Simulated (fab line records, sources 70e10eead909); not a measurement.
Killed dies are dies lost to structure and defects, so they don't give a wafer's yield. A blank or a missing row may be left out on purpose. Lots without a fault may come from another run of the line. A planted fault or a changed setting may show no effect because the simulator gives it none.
fab line records | flow nand_harc
record lots=5 wafers=15 last_day=34
route steps=1302 shown P_GATE@170 END@1302
lots that met no fault: from a run of the same line without faults
start_h: hours from the record's first day to the start of the lot's first wafer shown | wait_h: hours since the lot's step before | " the same as in the row above | L1.1+2: a row that stands for several wafers | - no value, or no start given | * or withheld: withheld | < > ~ a bound
route shown NAME@n: a module of which the file shows steps, and the number in the route of the first | usual: mean/standard deviation of fault-free wafers | same: alike in all rows | chamber/n: place in a boat | sites: the reading at each site | _std_site: their standard deviation | _edge_site: outer sites' mean less inner sites' | radius_mm: how far each site lies from the wafer's centre | mask NAME#n: copy n | behind: the tool/chamber that last shaped the wafer | hold: why the lot was held/for how many hours/how that ended | device: the transistor (n, p or np) that didn't switch | end of line: the same wafers' tests at the end of the route | a step without rows: its recipe alone | killed: dies lost to structure and defects at the first sort, not the wafer's yield | map: a wafer's dies, x killed, . not, _ none there
set.NAME: the setting as run; set.NAME@STEP: as run at that earlier step | model.NAME: the simulator's own value behind a step, which no gauge read
lots at some steps of the route; a table a step, a row a wafer
services: from which hour (start_h, from the record's first day; less than 0 if before it) a tool's chamber was out of use, for how many hours, and why
## steps
# step NHARC_P_GATE_CD_MEAS_46
# recipe target_cd_nm=720 landing_energy_ev=500
# usual cd_nm=720.0/1.6
# columns lot.wafer tool chamber start_h wait_h cd_nm
L190.1 cd_sem-03 0 128.59 - 721.2
L190.3 " 0 " " 720.3
L190.4 " 0 " " 721.2
L201.2 cd_sem-01 0 243.34 - 719.6
L201.4 " 0 " " 720.7
L201.5 " 0 " " 718.4
L204.1 cd_sem-03 0 272.02 - 718.9
L204.3 " 0 " " 720.5
L204.4 " 0 " " 719.5
L208.2 cd_sem-03 0 312.21 - 719.0
L208.3 " 0 " " 718.6
L208.6 " 0 " " 718.0
L211.3 cd_sem-01 0 334.98 - 718.3
L211.4 " 0 " " 717.6
L211.6 " 0 " " 720.9
# step NHARC_P_GATE_HARDBAKE_47
# recipe temp_c=125 time_s=80
# step NHARC_P_GATE_DESCUM_48
# recipe time_s=3 o2_flow_sccm=200 ar_flow_sccm=0 bias_power_w=0 chemistry=O2
# usual drypump_motor_current_A=6.0/0.49 oes_product_au=0.999/0.0099 rf_vpp_V=57.7/0.95 showerhead_plenum_p_Torr=1.90/0.072 throttle_valve_pct=11.311/0.0099
# columns lot.wafer tool chamber start_h wait_h drypump_motor_current_A oes_product_au rf_hours_counter_h rf_vpp_V showerhead_plenum_p_Torr throttle_valve_pct
L190.3 rie_diel-02 1 128.75 - 5.7 1.002 5.0 59.1 1.89 11.309
L190.4 " 2 " " 5.8 0.994 5.0 57.3 1.78 11.325
L190.1 " 3 " " 5.7 0.988 6.0 57.3 1.81 11.327
L201.2 rie_diel-02 0 243.51 - 5.7 1.017 1.1 59.6 2.00 11.318
L201.4 " 2 " " 5.8 0.997 0.8 56.8 1.78 11.307
L201.5 " 0 " " 5.7 1.017 - 58.3 2.00 11.312
L204.4 rie_diel-02 1 272.18 - 5.7 1.022 2.2 59.0 1.88 11.323
L204.1 " 2 " " 5.8 0.993 2.6 58.8 1.77 11.300
L204.3 " 0 " " 5.7 1.011 2.5 58.0 2.00 11.314
L208.3 rie_diel-10 2 312.37 - 6.0 0.984 2.8 58.7 1.88 11.324
L208.2 " 3 " " 6.2 1.006 3.0 57.3 1.97 11.309
L208.6 " 2 " " 6.1 0.982 - 59.2 1.88 11.307
L211.3 rie_diel-02 1 335.14 - 5.7 1.005 5.1 57.2 1.88 11.312
L211.6 " 1 " " 5.7 1.006 - 58.4 1.88 11.320
L211.4 " 0 " " 5.7 1.005 - 55.9 2.00 11.308
# step NHARC_P_GATE_IMPLANT_49
# recipe energy_kev=30 dose_cm2=3e+15 tilt_deg=7
# step NHARC_P_GATE_STRIP_111
# recipe power_w=1500 temp_c=110 time_s=250 chemistry=N2/H2
# usual drypump_motor_current_A=5.9/0.44 heater_power_w=93/6 temp_c=109.99/0.13
# columns lot.wafer tool chamber start_h wait_h drypump_motor_current_A heater_power_w rf_hours_counter_h temp_c
L190.1 plasma_asher-02 1 129.11 0.2 6.3 91 9 110.18
L190.4 " 1 " " 6.2 92 - 110.09
L190.3 " 0 " " 5.9 86 - 110.00
L201.2 plasma_asher-02 0 243.92 0.2 5.9 86 34 109.91
L201.4 " 0 " " 5.9 83 - 109.94
L201.5 " 1 " " 6.3 90 - 109.88
L204.1 plasma_asher-02 1 272.60 0.2 6.2 87 2 110.03
L204.4 " 0 " " 5.9 79 - 109.79
L204.3 " 1 " " 6.2 90 - 109.91
L208.2 plasma_asher-01 1 312.78 0.2 5.3 98 29 110.15
L208.3 " 0 " " 6.3 95 - 109.88
L208.6 " 0 " " 6.4 96 - 109.93
L211.3 plasma_asher-01 1 335.63 0.2 5.3 100 - 110.16
L211.4 " 0 " " 6.4 91 - 109.97
L211.6 " 0 " " 6.4 93 - 110.04
# step NHARC_P_GATE_STRIP_75
# recipe power_w=1500 temp_c=250 chemistry=O2
# usual drypump_motor_current_A=5.9/0.43 heater_power_w=349/22 temp_c=250.00/0.16
# columns lot.wafer tool chamber start_h wait_h drypump_motor_current_A heater_power_w rf_hours_counter_h temp_c
L190.1 plasma_asher-02 1 129.41 0.2 6.2 341 10 249.95
L190.4 " 1 " " 6.2 345 - 249.70
L190.3 " 0 " " 5.9 313 - 249.69
L201.2 plasma_asher-02 0 244.18 0.2 5.9 317 34 250.30
L201.4 " 0 " " 5.9 321 - 250.29
L201.5 " 1 " " 6.3 347 - 249.82
L204.1 plasma_asher-02 1 272.86 0.2 6.3 344 2 249.94
L204.4 " 0 " " 5.9 303 - 250.13
L204.3 " 1 " " 6.2 340 - 250.02
L208.2 plasma_asher-01 1 313.04 0.2 5.3 367 29 250.16
L208.3 " 0 " " 6.3 352 - 250.25
L208.6 " 0 " " 6.4 361 - 250.03
L211.3 plasma_asher-01 1 335.86 0.2 5.3 377 - 249.98
L211.4 " 0 " " 6.3 364 - 250.13
L211.6 " 0 " " 6.3 353 - 250.23
# step NHARC_P_GATE_STRIP_50
# recipe time_s=900 temp_c=130 chemistry=SPM
# step NHARC_P_GATE_DEHYDRATE_51
# recipe temp_c=150 time_s=120
# step NHARC_P_GATE_HMDS_52
# recipe time_s=30
# step NHARC_P_GATE_COAT_53
# recipe spin_rpm=3000
# step NHARC_P_GATE_SOFTBAKE_54
# recipe temp_c=122 time_s=95
# step NHARC_P_GATE_EBR_55
# step NHARC_P_GATE_EXPOSE_56
# recipe na=0.6 target_cd_nm=720 dose_mj=14.81 mask_id=P_PSD
# columns lot.wafer tool chamber start_h wait_h mask
L190.1+3+4 krf_scanner-01 0 130.06 - P_PSD_R1#0
L201.2+4+5 krf_scanner-03 0 244.96 - P_PSD#0
L204.1+3+4 krf_scanner-03 0 273.62 - P_PSD#0
L208.2+3+6 krf_scanner-02 0 313.81 - P_PSD#0
L211.3+4+6 krf_scanner-01 0 336.61 - P_PSD#0
# step NHARC_P_GATE_PEB_57
# recipe peb_temp_c=118 peb_time_s=85
# step NHARC_P_GATE_DEVELOP_58
# recipe time_s=70
# step NHARC_P_GATE_CD_MEAS_59
# recipe target_cd_nm=720 landing_energy_ev=500
# usual cd_nm=719.4/1.6
# columns lot.wafer tool chamber start_h wait_h cd_nm
L190.1 cd_sem-01 0 130.21 - 732.3
L190.3 " 0 " " 730.8
L190.4 " 0 " " 733.1
L201.2 cd_sem-01 0 245.11 - 719.4
L201.4 " 0 " " 719.6
L201.5 " 0 " " 718.6
L204.1 cd_sem-02 0 273.77 - 721.0
L204.3 " 0 " " 719.7
L204.4 " 0 " " 722.0
L208.2 cd_sem-03 0 313.96 - 719.2
L208.3 " 0 " " 718.9
L208.6 " 0 " " 719.1
L211.3 cd_sem-02 0 336.76 - 720.0
L211.4 " 0 " " 717.7
L211.6 " 0 " " 720.8
# step NHARC_P_GATE_HARDBAKE_60
# recipe temp_c=125 time_s=80
# step NHARC_END_SORT_01
# recipe temp_c=25
# usual killed_at_array=59/24 killed_at_other=0.7/1.2 killed_at_periphery=3.5/2.6 killed_dies=63/24 killed_open=3.2/2.1 killed_short=2.4/1.5
# same gross_dies=677
# columns lot.wafer tool chamber start_h wait_h killed_at_array killed_at_other killed_at_periphery killed_dies killed_open killed_short
L204.1 prober-02 0 766.60 2.5 71 0 1 72 0 2
L204.3 prober-02 0 768.20 3.1 75 0 4 79 5 1
L204.4 prober-02 0 769.00 3.4 75 0 8 83 4 3
L211.3 prober-02 0 805.15 3.1 67 2 3 72 6 4
L211.4 prober-02 0 805.96 3.4 50 0 0 50 3 2
L211.6 prober-02 0 807.58 4.0 53 0 1 54 4 2
# killed by level:class
L204.1 A_CHANNEL_HOLE_D1:chamber_film_flake=35 A_CHANNEL_HOLE_D2:chamber_film_flake=21 A_CONTACT:chamber_film_flake=9 A_SLIT:chamber_film_flake=3 A_ONON_D1:geometric_particle:short=1 A_ONON_D2:geometric_particle:short=1 P_ZERO_WELL:chamber_film_flake=1 A_STAIRCASE:chamber_film_flake=1
L204.3 A_CHANNEL_HOLE_D1:chamber_film_flake=38 A_CHANNEL_HOLE_D2:chamber_film_flake=23 A_CONTACT:chamber_film_flake=6 A_SLIT:chamber_film_flake=3 A_BLC:geometric_particle:open=2 P_GATE:chamber_film_flake=2 P_CONTACT:geometric_particle:open=1 A_ONON_D2:geometric_particle:open=1
L204.4 A_CHANNEL_HOLE_D1:chamber_film_flake=32 A_CHANNEL_HOLE_D2:chamber_film_flake=24 A_CONTACT:chamber_film_flake=12 A_DECK1_JOINT:geometric_particle:short=2 P_STI:chamber_film_flake=2 P_GATE:chamber_film_flake=2 A_SLIT:chamber_film_flake=2 P_GATE:geometric_particle:open=1
L211.3 A_CHANNEL_HOLE_D2:chamber_film_flake=35 A_SLIT:chamber_film_flake=7 A_SGD_CUT:chamber_film_flake=5 A_CHANNEL_HOLE_D1:chamber_film_flake=3 A_CONTACT:chamber_film_flake=3 A_ONON_D2:geometric_particle:short=2 A_SGD_CUT:geometric_particle:open=2 A_CHANNEL_FILL_D2:chamber_film_flake=2
L211.4 A_CHANNEL_HOLE_D2:chamber_film_flake=27 A_SLIT:chamber_film_flake=9 A_SGD_CUT:chamber_film_flake=3 A_CONTACT:chamber_film_flake=3 A_SOURCE_PLATE:geometric_particle:open=2 A_CHANNEL_FILL_D1:chamber_film_flake=2 A_CHANNEL_HOLE_D1:geometric_particle:open=1 A_DECK1_JOINT:geometric_particle:short=1
L211.6 A_CHANNEL_HOLE_D2:chamber_film_flake=29 A_SLIT:chamber_film_flake=10 A_CHANNEL_FILL_D1:chamber_film_flake=2 A_SGD_CUT:chamber_film_flake=2 P_M1:geometric_particle:open=1 A_CHANNEL_HOLE_D1:geometric_particle:short=1 A_CHANNEL_FILL_D2:geometric_particle:short=1 A_SGD_CUT:geometric_particle:open=1
## services
# columns tool chamber start_h hours kind
krf_scanner-03 - 111.67 3.1 repair
krf_scanner-03 - 115.16 0.5 repair
krf_scanner-01 - 140.00 4.0 pm
krf_scanner-02 - 140.53 0.2 repair
rie_diel-10 1 153.27 6.4 repair
krf_scanner-01 - 154.01 0.3 repair
plasma_asher-01 - 165.00 9.0 pm
krf_scanner-02 - 195.65 0.7 repair
rie_diel-02 - 216.71 9.0 pm
krf_scanner-03 - 224.00 4.0 pm
rie_diel-10 0 236.69 1.6 repair
rie_diel-10 - 242.50 9.0 pm
plasma_asher-02 - 249.24 9.0 pm
plasma_asher-02 0 249.24 9.0 vent_cycle
plasma_asher-02 1 249.24 9.0 vent_cycle
rie_diel-10 3 255.71 3.9 repair
krf_scanner-02 - 263.17 0.5 repair
krf_scanner-02 - 267.75 4.0 pm
rie_diel-02 2 277.87 7.5 repair
krf_scanner-03 - 280.11 0.3 repair
krf_scanner-01 - 312.00 4.0 pm
krf_scanner-02 - 312.78 0.5 repair
rie_diel-02 3 318.02 19.0 repair
krf_scanner-03 - 319.05 0.7 repair
## key
first_sign step=NHARC_P_GATE_EXPOSE_56 reading=mask direction=changed
effect step=NHARC_P_GATE_CD_MEAS_59 reading=cd_nm direction=up sigmas=7.8 usual=719.4 struck=732.0
met_at NHARC_P_GATE_EXPOSE_56
struck_wafers L190.1,L190.3,L190.4
tester_left_out L190
fault kind=wrong_mask tool=any chamber=- onset_h=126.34 steps=NHARC_P_GATE_EXPOSE_56 aux_copy=P_PSD_R1#0 cd_offset_nm=12.817 scope=struck_lots_only
# tester_left_out: of these lots the tester's yield and bins aren't shown, on N5 and GAA mostly nor the transistor test; their killed dies are dies lost to structure and defects alone, not to doping, threshold or leakage, so they don't give the yield
